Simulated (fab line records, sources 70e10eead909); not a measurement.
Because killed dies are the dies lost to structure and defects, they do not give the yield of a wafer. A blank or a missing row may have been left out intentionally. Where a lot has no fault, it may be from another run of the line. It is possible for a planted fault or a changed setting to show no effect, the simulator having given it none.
fab line records / flow nand-harc
[record] lots = 7 wafers = 18 last-day = 24
route steps=1159 shown P_STI@76
lots that met no fault: taken from a fault-free run of the same line
start-h: the number of hours between the record's first day and the start of the first shown wafer of the lot / wait-h: time in hours since the lot's previous step / " repeats the value in the row above / L1.1+2: a row that stands for several wafers / - no value present, or no start provided / * or withheld: withheld / < > ~ a bound
route shown NAME@n: NAME is a module with steps in the file, n the number in the route of the first one / usual: mean and standard deviation over wafers with no fault / same: alike in all rows / chamber/n: place in a boat / sites: the reading at each site / _std_site: the standard deviation of these / _edge_site: outer sites' mean less inner sites' / radius-mm: for every site, how far away it sits from the centre of the wafer / mask NAME#n: copy n / behind: the last tool/chamber to shape the wafer / hold: why the lot was held/for how many hours/how that ended / device: names the non-switching transistor (n, p or np) / end of line: the tests these same wafers got at the end of their route / for a step that has no rows: nothing shown but its recipe / killed: dies lost to structure and defects at the first sort, not the wafer's yield / map: per-die view of a wafer (x killed, . not killed, _ where there is no die)
set.NAME: the setting the step ran with; set.NAME@STEP: the setting that earlier step ran with / model.NAME: the simulator's own value behind a step, which no gauge read
lots at selected steps of the route; one table per step, one row per wafer
services: a tool's chamber out of use, with start hour (start-h, from the record's first day; less than 0 if before it), hours out, and reason
[[steps]]
[step NHARC_P_STI_COAT_41]
[recipe] temp-c = 200 time-s = 65
[step NHARC_P_STI_COAT_03]
[recipe] spin-rpm = 2000 resist-thk-nm = 600
[step NHARC_P_STI_SOFTBAKE_04]
[recipe] temp-c = 125 time-s = 70
[step NHARC_P_STI_EBR_05]
[step NHARC_P_STI_EXPOSE_06]
[recipe] na = 0.55 target-cd-nm = 200 dose-mj = 37.69 mask-id = P_STI
[step NHARC_P_STI_PEB_07]
[recipe] peb-temp-c = 128 peb-time-s = 80
[step NHARC_P_STI_DEVELOP_08]
[recipe] time-s = 50 dev-temp-c = 22
[step NHARC_P_STI_CD_MEAS_09]
[recipe] target-cd-nm = 200 landing-energy-ev = 500
[usual] cd-nm = 200.6/2.8
lot.wafer=L700.2 tool=cd-sem-03 chamber=0 start-h=59.17 wait-h=- cd-nm=197.7
lot.wafer=L700.5 tool=cd-sem-03 chamber=0 start-h=59.17 wait-h=- cd-nm=199.7
lot.wafer=L700.6 tool=cd-sem-03 chamber=0 start-h=59.17 wait-h=- cd-nm=200.7
lot.wafer=L706.2 tool=cd-sem-03 chamber=0 start-h=94.82 wait-h=- cd-nm=201.5
lot.wafer=L706.5 tool=cd-sem-03 chamber=0 start-h=94.82 wait-h=- cd-nm=201.4
lot.wafer=L706.6 tool=cd-sem-03 chamber=0 start-h=94.82 wait-h=- cd-nm=199.3
lot.wafer=L712.1 tool=cd-sem-03 chamber=0 start-h=131.22 wait-h=- cd-nm=204.8
lot.wafer=L712.2 tool=cd-sem-03 chamber=0 start-h=131.22 wait-h=- cd-nm=205.4
lot.wafer=L712.4 tool=cd-sem-03 chamber=0 start-h=131.22 wait-h=- cd-nm=203.0
lot.wafer=L713.2 tool=cd-sem-02 chamber=0 start-h=137.01 wait-h=- cd-nm=199.4
lot.wafer=L713.5 tool=cd-sem-02 chamber=0 start-h=137.01 wait-h=- cd-nm=204.2
lot.wafer=L714.1 tool=cd-sem-02 chamber=0 start-h=145.34 wait-h=- cd-nm=198.6
lot.wafer=L714.3 tool=cd-sem-02 chamber=0 start-h=145.34 wait-h=- cd-nm=201.2
lot.wafer=L715.1 tool=cd-sem-02 chamber=0 start-h=152.12 wait-h=- cd-nm=200.8
lot.wafer=L715.2 tool=cd-sem-02 chamber=0 start-h=152.12 wait-h=- cd-nm=201.5
lot.wafer=L718.1 tool=cd-sem-02 chamber=0 start-h=167.95 wait-h=- cd-nm=204.1
lot.wafer=L718.4 tool=cd-sem-02 chamber=0 start-h=167.95 wait-h=- cd-nm=204.0
lot.wafer=L718.5 tool=cd-sem-02 chamber=0 start-h=167.95 wait-h=- cd-nm=203.9
[step NHARC_P_STI_OVL_MEAS_10]
[usual] overlay-x-nm = 0/5.3 overlay-y-nm = 0/5.1
lot.wafer=L700.2 tool=overlay-01 chamber=- start-h=59.27 wait-h=- overlay-x-nm=5 overlay-y-nm=0
lot.wafer=L700.5 tool=overlay-01 chamber=- start-h=59.27 wait-h=- overlay-x-nm=6 overlay-y-nm=0
lot.wafer=L700.6 tool=overlay-01 chamber=- start-h=59.27 wait-h=- overlay-x-nm=6 overlay-y-nm=0
lot.wafer=L706.2 tool=overlay-01 chamber=- start-h=94.91 wait-h=- overlay-x-nm=2 overlay-y-nm=3
lot.wafer=L706.5 tool=overlay-01 chamber=- start-h=94.91 wait-h=- overlay-x-nm=2 overlay-y-nm=2
lot.wafer=L706.6 tool=overlay-01 chamber=- start-h=94.91 wait-h=- overlay-x-nm=2 overlay-y-nm=2
lot.wafer=L712.1 tool=overlay-02 chamber=- start-h=131.31 wait-h=- overlay-x-nm=8 overlay-y-nm=5
lot.wafer=L712.2 tool=overlay-02 chamber=- start-h=131.31 wait-h=- overlay-x-nm=8 overlay-y-nm=4
lot.wafer=L712.4 tool=overlay-02 chamber=- start-h=131.31 wait-h=- overlay-x-nm=7 overlay-y-nm=4
lot.wafer=L713.2 tool=overlay-02 chamber=- start-h=137.10 wait-h=- overlay-x-nm=-12 overlay-y-nm=-3
lot.wafer=L713.5 tool=overlay-02 chamber=- start-h=137.10 wait-h=- overlay-x-nm=-12 overlay-y-nm=-4
lot.wafer=L714.1 tool=overlay-01 chamber=- start-h=145.43 wait-h=- overlay-x-nm=-2 overlay-y-nm=3
lot.wafer=L714.3 tool=overlay-01 chamber=- start-h=145.43 wait-h=- overlay-x-nm=-2 overlay-y-nm=3
lot.wafer=L715.1 tool=overlay-02 chamber=- start-h=152.21 wait-h=- overlay-x-nm=0 overlay-y-nm=8
lot.wafer=L715.2 tool=overlay-02 chamber=- start-h=152.21 wait-h=- overlay-x-nm=1 overlay-y-nm=8
lot.wafer=L718.1 tool=overlay-01 chamber=- start-h=168.04 wait-h=- overlay-x-nm=-4 overlay-y-nm=-12
lot.wafer=L718.4 tool=overlay-01 chamber=- start-h=168.04 wait-h=- overlay-x-nm=-4 overlay-y-nm=-12
lot.wafer=L718.5 tool=overlay-01 chamber=- start-h=168.04 wait-h=- overlay-x-nm=-4 overlay-y-nm=-12
[step NHARC_P_STI_INSPECT_11]
[usual] raw-defect-count = 5.5/2.6
lot.wafer=L700.2 tool=defect-inspect-01 chamber=- start-h=59.31 wait-h=0.0 raw-defect-count=8
lot.wafer=L700.5 tool=defect-inspect-01 chamber=- start-h=59.31 wait-h=0.0 raw-defect-count=8
lot.wafer=L700.6 tool=defect-inspect-01 chamber=- start-h=59.31 wait-h=0.0 raw-defect-count=11
lot.wafer=L706.2 tool=defect-inspect-01 chamber=- start-h=94.94 wait-h=0.0 raw-defect-count=6
lot.wafer=L706.5 tool=defect-inspect-01 chamber=- start-h=94.94 wait-h=0.0 raw-defect-count=6
lot.wafer=L706.6 tool=defect-inspect-01 chamber=- start-h=94.94 wait-h=0.0 raw-defect-count=7
lot.wafer=L712.1 tool=defect-inspect-01 chamber=- start-h=131.34 wait-h=0.0 raw-defect-count=1
lot.wafer=L712.2 tool=defect-inspect-01 chamber=- start-h=131.34 wait-h=0.0 raw-defect-count=2
lot.wafer=L712.4 tool=defect-inspect-01 chamber=- start-h=131.34 wait-h=0.0 raw-defect-count=5
lot.wafer=L713.2 tool=defect-inspect-02 chamber=- start-h=137.14 wait-h=0.0 raw-defect-count=6
lot.wafer=L713.5 tool=defect-inspect-02 chamber=- start-h=137.14 wait-h=0.0 raw-defect-count=9
lot.wafer=L714.1 tool=defect-inspect-02 chamber=- start-h=145.47 wait-h=0.0 raw-defect-count=4
lot.wafer=L714.3 tool=defect-inspect-02 chamber=- start-h=145.47 wait-h=0.0 raw-defect-count=5
lot.wafer=L715.1 tool=defect-inspect-01 chamber=- start-h=152.24 wait-h=0.0 raw-defect-count=7
lot.wafer=L715.2 tool=defect-inspect-01 chamber=- start-h=152.24 wait-h=0.0 raw-defect-count=1
lot.wafer=L718.1 tool=defect-inspect-02 chamber=- start-h=168.07 wait-h=0.0 raw-defect-count=6
lot.wafer=L718.4 tool=defect-inspect-02 chamber=- start-h=168.07 wait-h=0.0 raw-defect-count=3
lot.wafer=L718.5 tool=defect-inspect-02 chamber=- start-h=168.07 wait-h=0.0 raw-defect-count=2
[step NHARC_P_STI_HARDBAKE_13]
[recipe] temp-c = 118 time-s = 65
[step NHARC_P_STI_DESCUM_14]
[recipe] time-s = 3 o2-flow-sccm = 200 ar-flow-sccm = 0 bias-power-w = 0 chemistry = O2
[usual] drypump-motor-current-A = 5.6/0.55 oes-product-au = 1.000/0.0081 rf-vpp-V = 57.8/0.88 showerhead-plenum-p-Torr = 1.95/0.08 throttle-valve-pct = 11.312/0.0096
lot.wafer=L700.2 tool=rie-diel-12 chamber=3 start-h=59.45 wait-h=- drypump-motor-current-A=5.2 oes-product-au=1.004 rf-hours-counter-h=1.1 rf-vpp-V=57.8 showerhead-plenum-p-Torr=2.02 throttle-valve-pct=11.308
lot.wafer=L700.6 tool=rie-diel-12 chamber=2 start-h=59.45 wait-h=- drypump-motor-current-A=5.1 oes-product-au=0.998 rf-hours-counter-h=- rf-vpp-V=56.3 showerhead-plenum-p-Torr=1.92 throttle-valve-pct=11.302
lot.wafer=L700.5 tool=rie-diel-12 chamber=3 start-h=59.45 wait-h=- drypump-motor-current-A=5.2 oes-product-au=1.001 rf-hours-counter-h=- rf-vpp-V=57.7 showerhead-plenum-p-Torr=2.02 throttle-valve-pct=11.320
lot.wafer=L706.2 tool=rie-diel-05 chamber=3 start-h=95.10 wait-h=- drypump-motor-current-A=6.4 oes-product-au=1.002 rf-hours-counter-h=3.8 rf-vpp-V=58.7 showerhead-plenum-p-Torr=2.05 throttle-valve-pct=11.309
lot.wafer=L706.5 tool=rie-diel-05 chamber=0 start-h=95.10 wait-h=- drypump-motor-current-A=4.8 oes-product-au=1.011 rf-hours-counter-h=- rf-vpp-V=57.8 showerhead-plenum-p-Torr=1.80 throttle-valve-pct=11.335
lot.wafer=L706.6 tool=rie-diel-05 chamber=1 start-h=95.10 wait-h=- drypump-motor-current-A=5.8 oes-product-au=0.993 rf-hours-counter-h=- rf-vpp-V=59.8 showerhead-plenum-p-Torr=1.97 throttle-valve-pct=11.309
lot.wafer=L712.2 tool=rie-diel-05 chamber=0 start-h=131.48 wait-h=- drypump-motor-current-A=4.8 oes-product-au=1.015 rf-hours-counter-h=4.2 rf-vpp-V=57.2 showerhead-plenum-p-Torr=1.80 throttle-valve-pct=11.313
lot.wafer=L712.4 tool=rie-diel-05 chamber=1 start-h=131.48 wait-h=- drypump-motor-current-A=5.8 oes-product-au=0.995 rf-hours-counter-h=5.6 rf-vpp-V=57.7 showerhead-plenum-p-Torr=1.97 throttle-valve-pct=11.308
lot.wafer=L712.1 tool=rie-diel-05 chamber=3 start-h=131.48 wait-h=- drypump-motor-current-A=6.4 oes-product-au=1.001 rf-hours-counter-h=5.2 rf-vpp-V=57.1 showerhead-plenum-p-Torr=2.05 throttle-valve-pct=11.327
lot.wafer=L713.2 tool=rie-diel-05 chamber=1 start-h=137.27 wait-h=- drypump-motor-current-A=5.8 oes-product-au=0.981 rf-hours-counter-h=5.7 rf-vpp-V=56.5 showerhead-plenum-p-Torr=1.97 throttle-valve-pct=11.304
lot.wafer=L713.5 tool=rie-diel-05 chamber=1 start-h=137.27 wait-h=- drypump-motor-current-A=5.8 oes-product-au=0.986 rf-hours-counter-h=- rf-vpp-V=57.7 showerhead-plenum-p-Torr=1.97 throttle-valve-pct=11.323
lot.wafer=L714.1 tool=rie-diel-05 chamber=1 start-h=145.62 wait-h=- drypump-motor-current-A=5.8 oes-product-au=0.995 rf-hours-counter-h=6.2 rf-vpp-V=57.7 showerhead-plenum-p-Torr=1.97 throttle-valve-pct=11.312
lot.wafer=L714.3 tool=rie-diel-05 chamber=2 start-h=145.62 wait-h=- drypump-motor-current-A=6.0 oes-product-au=1.017 rf-hours-counter-h=5.9 rf-vpp-V=57.7 showerhead-plenum-p-Torr=1.85 throttle-valve-pct=11.329
lot.wafer=L715.1 tool=rie-diel-05 chamber=2 start-h=152.39 wait-h=- drypump-motor-current-A=5.9 oes-product-au=1.009 rf-hours-counter-h=6.3 rf-vpp-V=58.1 showerhead-plenum-p-Torr=1.85 throttle-valve-pct=11.310
lot.wafer=L715.2 tool=rie-diel-05 chamber=0 start-h=152.39 wait-h=- drypump-motor-current-A=4.8 oes-product-au=1.009 rf-hours-counter-h=5.2 rf-vpp-V=56.1 showerhead-plenum-p-Torr=1.80 throttle-valve-pct=11.320
lot.wafer=L718.1 tool=rie-diel-08 chamber=0 start-h=168.21 wait-h=- drypump-motor-current-A=6.2 oes-product-au=1.005 rf-hours-counter-h=0.8 rf-vpp-V=60.0 showerhead-plenum-p-Torr=2.06 throttle-valve-pct=11.322
lot.wafer=L718.4 tool=rie-diel-08 chamber=2 start-h=168.21 wait-h=- drypump-motor-current-A=5.6 oes-product-au=1.006 rf-hours-counter-h=0.8 rf-vpp-V=57.5 showerhead-plenum-p-Torr=1.92 throttle-valve-pct=11.311
lot.wafer=L718.5 tool=rie-diel-08 chamber=1 start-h=168.21 wait-h=- drypump-motor-current-A=5.3 oes-product-au=0.989 rf-hours-counter-h=- rf-vpp-V=57.4 showerhead-plenum-p-Torr=1.92 throttle-valve-pct=11.302
[step NHARC_P_STI_ETCH_42]
[recipe] target-depth-a = 800 overetch-a = 240 time-s = 61 ion-energy-ev = 200 n2-flow-sccm = 150 h2-flow-sccm = 150 ar-flow-sccm = 0 rf-w = 400 bias-w = 150 chemistry = N2/H2
[usual] drypump-motor-current-A = 5.7/0.55 oes-product-au = 1.000/0.0073 rf-vpp-V = 431.7/2.5 showerhead-plenum-p-Torr = 2.08/0.087 throttle-valve-pct = 14.172/0.0093
lot.wafer=L700.2 tool=rie-diel-12 chamber=2 start-h=59.53 wait-h=0.1 drypump-motor-current-A=5.1 oes-product-au=1.004 rf-hours-counter-h=0.7 rf-vpp-V=432.4 showerhead-plenum-p-Torr=2.05 throttle-valve-pct=14.179
lot.wafer=L700.6 tool=rie-diel-12 chamber=1 start-h=59.53 wait-h=0.1 drypump-motor-current-A=5.7 oes-product-au=1.006 rf-hours-counter-h=- rf-vpp-V=433.0 showerhead-plenum-p-Torr=2.05 throttle-valve-pct=14.164
lot.wafer=L700.5 tool=rie-diel-12 chamber=2 start-h=59.53 wait-h=0.1 drypump-motor-current-A=5.1 oes-product-au=1.002 rf-hours-counter-h=- rf-vpp-V=430.2 showerhead-plenum-p-Torr=2.05 throttle-valve-pct=14.161
lot.wafer=L706.2 tool=rie-diel-05 chamber=1 start-h=95.17 wait-h=0.1 drypump-motor-current-A=5.8 oes-product-au=0.985 rf-hours-counter-h=3.9 rf-vpp-V=433.0 showerhead-plenum-p-Torr=2.10 throttle-valve-pct=14.186
lot.wafer=L706.5 tool=rie-diel-05 chamber=0 start-h=95.17 wait-h=0.1 drypump-motor-current-A=4.8 oes-product-au=1.001 rf-hours-counter-h=- rf-vpp-V=427.6 showerhead-plenum-p-Torr=1.91 throttle-valve-pct=14.167
lot.wafer=L706.6 tool=rie-diel-05 chamber=1 start-h=95.17 wait-h=0.1 drypump-motor-current-A=5.8 oes-product-au=0.987 rf-hours-counter-h=- rf-vpp-V=431.7 showerhead-plenum-p-Torr=2.10 throttle-valve-pct=14.172
lot.wafer=L712.1 tool=rie-diel-05 chamber=0 start-h=131.57 wait-h=0.1 drypump-motor-current-A=4.8 oes-product-au=1.003 rf-hours-counter-h=4.3 rf-vpp-V=428.1 showerhead-plenum-p-Torr=1.91 throttle-valve-pct=14.161
lot.wafer=L712.4 tool=rie-diel-05 chamber=2 start-h=131.57 wait-h=0.1 drypump-motor-current-A=5.9 oes-product-au=1.005 rf-hours-counter-h=5.4 rf-vpp-V=427.4 showerhead-plenum-p-Torr=1.97 throttle-valve-pct=14.168
lot.wafer=L712.2 tool=rie-diel-05 chamber=3 start-h=131.57 wait-h=0.1 drypump-motor-current-A=6.4 oes-product-au=0.996 rf-hours-counter-h=5.3 rf-vpp-V=435.4 showerhead-plenum-p-Torr=2.18 throttle-valve-pct=14.185
lot.wafer=L713.2 tool=rie-diel-05 chamber=3 start-h=137.39 wait-h=0.1 drypump-motor-current-A=6.4 oes-product-au=1.001 rf-hours-counter-h=5.3 rf-vpp-V=432.9 showerhead-plenum-p-Torr=2.19 throttle-valve-pct=14.164
lot.wafer=L713.5 tool=rie-diel-05 chamber=0 start-h=137.39 wait-h=0.1 drypump-motor-current-A=4.8 oes-product-au=0.841 rf-hours-counter-h=- rf-vpp-V=426.6 showerhead-plenum-p-Torr=1.91 throttle-valve-pct=14.173
lot.wafer=L714.3 tool=rie-diel-05 chamber=1 start-h=145.69 wait-h=0.1 drypump-motor-current-A=5.8 oes-product-au=0.995 rf-hours-counter-h=6.2 rf-vpp-V=431.8 showerhead-plenum-p-Torr=2.10 throttle-valve-pct=14.176
lot.wafer=L714.1 tool=rie-diel-05 chamber=2 start-h=145.69 wait-h=0.1 drypump-motor-current-A=6.0 oes-product-au=0.849 rf-hours-counter-h=5.9 rf-vpp-V=427.8 showerhead-plenum-p-Torr=1.97 throttle-valve-pct=14.160
lot.wafer=L715.2 tool=rie-diel-05 chamber=3 start-h=152.47 wait-h=0.1 drypump-motor-current-A=6.4 oes-product-au=1.006 rf-hours-counter-h=6.3 rf-vpp-V=434.3 showerhead-plenum-p-Torr=2.18 throttle-valve-pct=14.151
lot.wafer=L715.1 tool=rie-diel-05 chamber=1 start-h=152.47 wait-h=0.1 drypump-motor-current-A=5.8 oes-product-au=0.836 rf-hours-counter-h=6.7 rf-vpp-V=431.6 showerhead-plenum-p-Torr=2.10 throttle-valve-pct=14.186
lot.wafer=L718.1 tool=rie-diel-08 chamber=0 start-h=168.30 wait-h=0.1 drypump-motor-current-A=6.2 oes-product-au=0.991 rf-hours-counter-h=0.8 rf-vpp-V=433.0 showerhead-plenum-p-Torr=2.20 throttle-valve-pct=14.167
lot.wafer=L718.4 tool=rie-diel-08 chamber=1 start-h=168.30 wait-h=0.1 drypump-motor-current-A=5.3 oes-product-au=0.984 rf-hours-counter-h=0.7 rf-vpp-V=429.6 showerhead-plenum-p-Torr=2.04 throttle-valve-pct=14.162
lot.wafer=L718.5 tool=rie-diel-08 chamber=0 start-h=168.30 wait-h=0.1 drypump-motor-current-A=6.2 oes-product-au=0.995 rf-hours-counter-h=- rf-vpp-V=433.8 showerhead-plenum-p-Torr=2.20 throttle-valve-pct=14.178
[step NHARC_P_STI_ETCH_31]
[recipe] target-depth-a = 1089 time-s = 54.5 cf4-flow-sccm = 100 chf3-flow-sccm = 30 ar-flow-sccm = 0 rf-w = 500 bias-w = 200 chemistry = CF4/CHF3
[usual] drypump-motor-current-A = 5.7/0.56 oes-product-au = 0.961/0.017 rf-vpp-V = 371.7/2.3 showerhead-plenum-p-Torr = 1.60/0.062 throttle-valve-pct = 16.802/0.01
lot.wafer=L700.2 tool=rie-diel-12 chamber=1 start-h=- wait-h=- drypump-motor-current-A=5.7 oes-product-au=0.925 rf-hours-counter-h=1.1 rf-vpp-V=371.9 showerhead-plenum-p-Torr=1.58 throttle-valve-pct=16.820
lot.wafer=L700.6 tool=rie-diel-12 chamber=0 start-h=- wait-h=- drypump-motor-current-A=6.7 oes-product-au=0.936 rf-hours-counter-h=- rf-vpp-V=375.5 showerhead-plenum-p-Torr=1.69 throttle-valve-pct=16.796
lot.wafer=L700.5 tool=rie-diel-12 chamber=1 start-h=- wait-h=- drypump-motor-current-A=5.7 oes-product-au=0.923 rf-hours-counter-h=- rf-vpp-V=371.1 showerhead-plenum-p-Torr=1.58 throttle-valve-pct=16.808
lot.wafer=L706.2 tool=rie-diel-05 chamber=0 start-h=- wait-h=- drypump-motor-current-A=4.8 oes-product-au=0.936 rf-hours-counter-h=2.6 rf-vpp-V=368.5 showerhead-plenum-p-Torr=1.48 throttle-valve-pct=16.815
lot.wafer=L706.6 tool=rie-diel-05 chamber=3 start-h=- wait-h=- drypump-motor-current-A=6.4 oes-product-au=0.953 rf-hours-counter-h=- rf-vpp-V=374.9 showerhead-plenum-p-Torr=1.68 throttle-valve-pct=16.807
lot.wafer=L706.5 tool=rie-diel-05 chamber=0 start-h=- wait-h=- drypump-motor-current-A=4.8 oes-product-au=0.935 rf-hours-counter-h=- rf-vpp-V=367.6 showerhead-plenum-p-Torr=1.48 throttle-valve-pct=16.814
lot.wafer=L712.1 tool=rie-diel-05 chamber=3 start-h=- wait-h=- drypump-motor-current-A=6.4 oes-product-au=0.966 rf-hours-counter-h=5.3 rf-vpp-V=375.4 showerhead-plenum-p-Torr=1.68 throttle-valve-pct=16.793
lot.wafer=L712.2 tool=rie-diel-05 chamber=0 start-h=- wait-h=- drypump-motor-current-A=4.8 oes-product-au=0.960 rf-hours-counter-h=4.3 rf-vpp-V=370.1 showerhead-plenum-p-Torr=1.48 throttle-valve-pct=16.792
lot.wafer=L712.4 tool=rie-diel-05 chamber=1 start-h=- wait-h=- drypump-motor-current-A=5.8 oes-product-au=0.956 rf-hours-counter-h=5.7 rf-vpp-V=373.4 showerhead-plenum-p-Torr=1.62 throttle-valve-pct=16.808
lot.wafer=L713.2 tool=rie-diel-05 chamber=3 start-h=- wait-h=- drypump-motor-current-A=6.4 oes-product-au=0.967 rf-hours-counter-h=5.3 rf-vpp-V=375.6 showerhead-plenum-p-Torr=1.68 throttle-valve-pct=16.815
lot.wafer=L713.5 tool=rie-diel-05 chamber=1 start-h=- wait-h=- drypump-motor-current-A=5.8 oes-product-au=0.955 rf-hours-counter-h=- rf-vpp-V=372.2 showerhead-plenum-p-Torr=1.62 throttle-valve-pct=16.801
lot.wafer=L714.3 tool=rie-diel-05 chamber=1 start-h=- wait-h=- drypump-motor-current-A=5.8 oes-product-au=0.967 rf-hours-counter-h=6.3 rf-vpp-V=373.9 showerhead-plenum-p-Torr=1.62 throttle-valve-pct=16.820
lot.wafer=L714.1 tool=rie-diel-05 chamber=3 start-h=- wait-h=- drypump-motor-current-A=6.4 oes-product-au=0.953 rf-hours-counter-h=5.9 rf-vpp-V=374.1 showerhead-plenum-p-Torr=1.68 throttle-valve-pct=16.814
lot.wafer=L715.1 tool=rie-diel-05 chamber=3 start-h=- wait-h=- drypump-motor-current-A=6.4 oes-product-au=0.982 rf-hours-counter-h=6.3 rf-vpp-V=373.8 showerhead-plenum-p-Torr=1.68 throttle-valve-pct=16.789
lot.wafer=L715.2 tool=rie-diel-05 chamber=0 start-h=- wait-h=- drypump-motor-current-A=4.8 oes-product-au=0.971 rf-hours-counter-h=5.2 rf-vpp-V=367.6 showerhead-plenum-p-Torr=1.48 throttle-valve-pct=16.776
lot.wafer=L718.4 tool=rie-diel-08 chamber=2 start-h=- wait-h=- drypump-motor-current-A=5.6 oes-product-au=0.981 rf-hours-counter-h=0.8 rf-vpp-V=371.1 showerhead-plenum-p-Torr=1.58 throttle-valve-pct=16.826
lot.wafer=L718.1 tool=rie-diel-08 chamber=1 start-h=- wait-h=- drypump-motor-current-A=5.3 oes-product-au=0.951 rf-hours-counter-h=0.7 rf-vpp-V=370.1 showerhead-plenum-p-Torr=1.57 throttle-valve-pct=16.796
lot.wafer=L718.5 tool=rie-diel-08 chamber=3 start-h=- wait-h=- drypump-motor-current-A=5.3 oes-product-au=0.974 rf-hours-counter-h=- rf-vpp-V=373.0 showerhead-plenum-p-Torr=1.64 throttle-valve-pct=16.810
[[services]]
tool=rie-diel-12 chamber=2 start-h=38.26 hours=4.9 kind=repair
tool=rie-diel-05 chamber=0 start-h=44.60 hours=- kind=clean
tool=rie-diel-05 chamber=1 start-h=44.60 hours=- kind=clean
tool=rie-diel-05 chamber=2 start-h=44.60 hours=- kind=clean
tool=rie-diel-05 chamber=3 start-h=44.60 hours=- kind=clean
tool=rie-diel-08 chamber=2 start-h=46.33 hours=4.2 kind=repair
tool=rie-diel-05 chamber=0 start-h=69.10 hours=- kind=clean
tool=rie-diel-05 chamber=1 start-h=69.10 hours=- kind=clean
tool=rie-diel-05 chamber=2 start-h=69.10 hours=- kind=clean
tool=rie-diel-05 chamber=3 start-h=69.10 hours=- kind=clean
tool=rie-diel-08 chamber=0 start-h=79.90 hours=5.2 kind=repair
tool=rie-diel-05 chamber=0 start-h=93.60 hours=- kind=clean
tool=rie-diel-05 chamber=1 start-h=93.60 hours=- kind=clean
tool=rie-diel-05 chamber=2 start-h=93.60 hours=- kind=clean
tool=rie-diel-05 chamber=3 start-h=93.60 hours=- kind=clean
tool=rie-diel-12 chamber=3 start-h=100.38 hours=3.9 kind=repair
tool=rie-diel-05 chamber=0 start-h=118.10 hours=- kind=clean
tool=rie-diel-05 chamber=1 start-h=118.10 hours=- kind=clean
tool=rie-diel-05 chamber=2 start-h=118.10 hours=- kind=clean
tool=rie-diel-05 chamber=3 start-h=118.10 hours=- kind=clean
tool=rie-diel-08 chamber=- start-h=124.80 hours=9.0 kind=pm
tool=rie-diel-12 chamber=- start-h=131.52 hours=0.3 kind=repair
tool=rie-diel-05 chamber=2 start-h=134.01 hours=4.2 kind=repair
tool=rie-diel-05 chamber=- start-h=163.60 hours=9.0 kind=pm
[[key]]
[first-sign] step = NHARC_P_STI_ETCH_42 reading = oes-product-au direction = down sigmas = 22 usual = 1.000 struck = 0.842
effect none on later readings
met-at NHARC_P_STI_ETCH_42
struck-wafers L713.5,L714.1,L715.1
sort-left-out L714.1
tester-left-out L713,L714,L715
onset-between 131.57 137.39
[fault] kind = process-parameter-drift tool = rie-diel-05 chamber = - onset-h = 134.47 steps = NHARC_P_STI_ETCH_42 channel = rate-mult offset = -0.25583 shape = step end-h = 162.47 scope = struck-wafers-only
// tester-left-out: of these lots the tester's yield and bins aren't shown, on N5 and GAA mostly nor the transistor test; their killed dies are dies lost to structure and defects alone, not to doping, threshold or leakage, so they don't give the yield
// sort-left-out: the simulated sort isn't trusted on such a fault, so these wafers' sort isn't shown, and their yield isn't known
